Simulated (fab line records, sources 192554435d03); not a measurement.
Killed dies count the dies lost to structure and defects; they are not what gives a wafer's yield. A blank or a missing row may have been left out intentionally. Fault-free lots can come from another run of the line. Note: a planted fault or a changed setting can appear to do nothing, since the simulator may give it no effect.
Which tool was responsible? :: flow n5_finfet :: 25 wafers from 9 lots sampled at 4 of the route's 1938 steps

WHAT THE GAUGES SHOWED, per wafer
N5_BEOL_M4_RC_MEAS_101.
lot: L643
measured: day 8 19:07
on: prober-02
VT_N_LONG (mV): 276.8 273.0 274.7

lot: L644
measured: day 9 18:07
on: prober-01
VT_N_LONG (mV): 277.3 277.6

lot: L648
measured: day 10 11:44
on: prober-01
VT_N_LONG (mV): 273.9 275.3 273.5

lot: L649
measured: day 11 00:58
on: prober-01
VT_N_LONG (mV): 276.1 277.0 276.9

lot: L652
measured: day 11 09:58
on: prober-01
VT_N_LONG (mV): 273.5 273.3 272.7

lot: L660
measured: day 13 16:08
on: prober-02
VT_N_LONG (mV): 279.2 322.3

lot: L661
measured: day 14 00:02
on: prober-02
VT_N_LONG (mV): 273.8 275.4 325.4

lot: L663
measured: day 13 23:31
on: prober-01
VT_N_LONG (mV): 273.6 275.9 275.9

lot: L662
measured: day 14 01:47
on: prober-01
VT_N_LONG (mV): 276.7 275.4 276.9

EACH LOT AND THE TOOL THAT RAN IT (in order: tool; ch and the chambers of the sampled wafers; start)
lot: L643
N5_HKMG_FIN_STRIP_19: plasma_asher-02 ch 0,1, day 4 23:38
N5_HKMG_FIN_STRIP_89: rie_diel-02 ch 0,1,3, day 5 00:26
N5_HKMG_FIN_NWFM_ALD_20: ald_metal-04 ch 0,1,2, day 5 01:01

lot: L644
N5_HKMG_FIN_STRIP_19: plasma_asher-01 ch 1, day 5 08:07
N5_HKMG_FIN_STRIP_89: rie_diel-02 ch 1, day 5 09:22
N5_HKMG_FIN_NWFM_ALD_20: ald_metal-02 ch 1,3, day 5 09:56

lot: L648
N5_HKMG_FIN_STRIP_19: plasma_asher-02 ch 0,1, day 6 05:28
N5_HKMG_FIN_STRIP_89: rie_diel-03 ch 0,1, day 6 06:24
N5_HKMG_FIN_NWFM_ALD_20: ald_metal-04 ch 0,1,3, day 6 06:59

lot: L649
N5_HKMG_FIN_STRIP_19: plasma_asher-01 ch 0,1, day 6 12:08
N5_HKMG_FIN_STRIP_89: rie_diel-06 ch 1,3, day 6 12:55
N5_HKMG_FIN_NWFM_ALD_20: ald_metal-04 ch 1,2,3, day 6 13:29

lot: L652
N5_HKMG_FIN_STRIP_19: plasma_asher-02 ch 0,1, day 7 05:49
N5_HKMG_FIN_STRIP_89: rie_diel-03 ch 0,2, day 7 06:29
N5_HKMG_FIN_NWFM_ALD_20: ald_metal-04 ch 0,1,3, day 7 07:03

lot: L660
N5_HKMG_FIN_STRIP_19: plasma_asher-01 ch 0,1, day 9 08:46
N5_HKMG_FIN_STRIP_89: rie_diel-06 ch 0,3, day 9 09:32
N5_HKMG_FIN_NWFM_ALD_20: ald_metal-02 ch 2, day 9 10:07

lot: L661
N5_HKMG_FIN_STRIP_19: plasma_asher-02 ch 0,1, day 9 19:02
N5_HKMG_FIN_STRIP_89: rie_diel-06 ch 0,1,2, day 9 19:49
N5_HKMG_FIN_NWFM_ALD_20: ald_metal-02 ch 1,2, day 9 20:24

lot: L663
N5_HKMG_FIN_STRIP_19: plasma_asher-01 ch 0,1, day 10 06:08
N5_HKMG_FIN_STRIP_89: rie_diel-06 ch 0,2,3, day 10 06:57
N5_HKMG_FIN_NWFM_ALD_20: ald_metal-03 ch 2,3, day 10 07:31

lot: L662
N5_HKMG_FIN_STRIP_19: plasma_asher-02 ch 0,1, day 10 09:25
N5_HKMG_FIN_STRIP_89: rie_diel-02 ch 0,1,2, day 10 10:12
N5_HKMG_FIN_NWFM_ALD_20: ald_metal-03 ch 0,1,3, day 10 10:49
- N5_HKMG_FIN_STRIP_19: strips in N2/H2, time 360 s.
- N5_HKMG_FIN_STRIP_89: strips SOC in N2/H2, time 20 s.
- N5_HKMG_FIN_NWFM_ALD_20: deposits TiAlC, target thk 2 nm, pulse time 3 s, purge time 2 s.

THE ANSWER, worked out from the rows above alone
Rule: the lots themselves supply what counts as usual. Put in order of their means at a reading, lots are off if they are a third of the lots or fewer, leave a main group of 4 or more, and stand apart from it by a gap of 3 or more times the standard deviation of the main group's means; of several such gaps the widest counts. Not used: any main group whose means are identical at the precision the tables above print for the reading. Also off: a lot with no number at a reading for which 4 or more lots have one. Where the step has rows for the other lots, those lots are counted as sound.
Off: at N5_BEOL_M4_RC_MEAS_101 (VT_N_LONG), L660, L661. The main group: mean 275.4 mV, standard deviation 1.4.
A tool fits if, at a process step before that reading, it ran every lot that is off, and no sound lot after the first of them. The gauges at N5_BEOL_M4_RC_MEAS_101 are tried like those tools. 2 tools fit, ald_metal-02 at N5_HKMG_FIN_NWFM_ALD_20 and prober-02 at N5_BEOL_M4_RC_MEAS_101, so this cannot tell which one it is.

WHAT THE SIMULATOR HAD INSERTED
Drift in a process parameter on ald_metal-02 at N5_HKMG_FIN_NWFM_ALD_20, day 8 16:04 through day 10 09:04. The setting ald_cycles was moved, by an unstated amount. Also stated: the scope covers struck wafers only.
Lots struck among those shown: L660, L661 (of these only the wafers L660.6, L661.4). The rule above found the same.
